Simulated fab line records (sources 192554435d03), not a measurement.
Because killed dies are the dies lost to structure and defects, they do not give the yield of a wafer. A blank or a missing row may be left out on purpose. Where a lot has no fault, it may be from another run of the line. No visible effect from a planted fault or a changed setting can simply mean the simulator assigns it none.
2 desks, one fault / flow n5_finfet / only its own numbers are on each desk; what lay behind them is given at the end

THE DEFECT DESK
What the inspections along the route counted, lot by lot: means of the sampled wafers that have a number. A lot is out of limits, marked OUT, if its mean lies more than 4 standard deviations from the usual mean; the brackets give that distance.
Columns: A = raw_defect_count at N5_PASSIVATION_INSPECT_67, usual 1.9
lot=L985; first seen here=day 15 17:22; A=2.0
lot=L988; first seen here=day 16 04:08; A=2.0
lot=L986; first seen here=day 16 07:24; A=3.0
lot=L989; first seen here=day 16 13:47; A=2.0
lot=L993; first seen here=day 17 19:07; A=2.3
lot=L990; first seen here=day 17 23:22; A=1.0
lot=L992; first seen here=day 18 19:03; A=2.3
lot=L100; first seen here=day 20 08:32; A=1.5
lot=L104; first seen here=day 21 11:46; A=2.7
lot=L106; first seen here=day 21 12:28; A=1.3
lot=L108; first seen here=day 21 23:10; A=2.3
This desk's verdict: no lot among the 11 shows anything out of limits.

THE TOOL OWNER'S DESK: pvd_sputter-03
The tool's own readings at N5_BEOL_M14_SPUTTER_45 (material Cu, target thk 100 nm, time 16.67 s): means of the sampled wafers that have a number, for each lot that ran on this tool. A lot is out of limits, marked OUT, if its mean lies more than 4 standard deviations from the usual mean; the brackets give that distance.
Columns: A = throttle_valve_pct at N5_BEOL_M14_SPUTTER_45, usual 29.9 %
lot=L988; first seen here=day 15 08:33; A=29.8
lot=L993; first seen here=day 16 22:01; A=29.1
lot=L990; first seen here=day 17 01:29; A=29.0
lot=L992; first seen here=day 17 22:14; A=30.0
lot=L100; first seen here=day 19 13:23; A=30.9
This desk's verdict: no lot among the 5 shows anything out of limits.

ALL TOGETHER
No out-of-limits result turned up at the defect desk.
The tool owner's desk saw nothing out of limits.

WHAT THE SIMULATOR PUT IN
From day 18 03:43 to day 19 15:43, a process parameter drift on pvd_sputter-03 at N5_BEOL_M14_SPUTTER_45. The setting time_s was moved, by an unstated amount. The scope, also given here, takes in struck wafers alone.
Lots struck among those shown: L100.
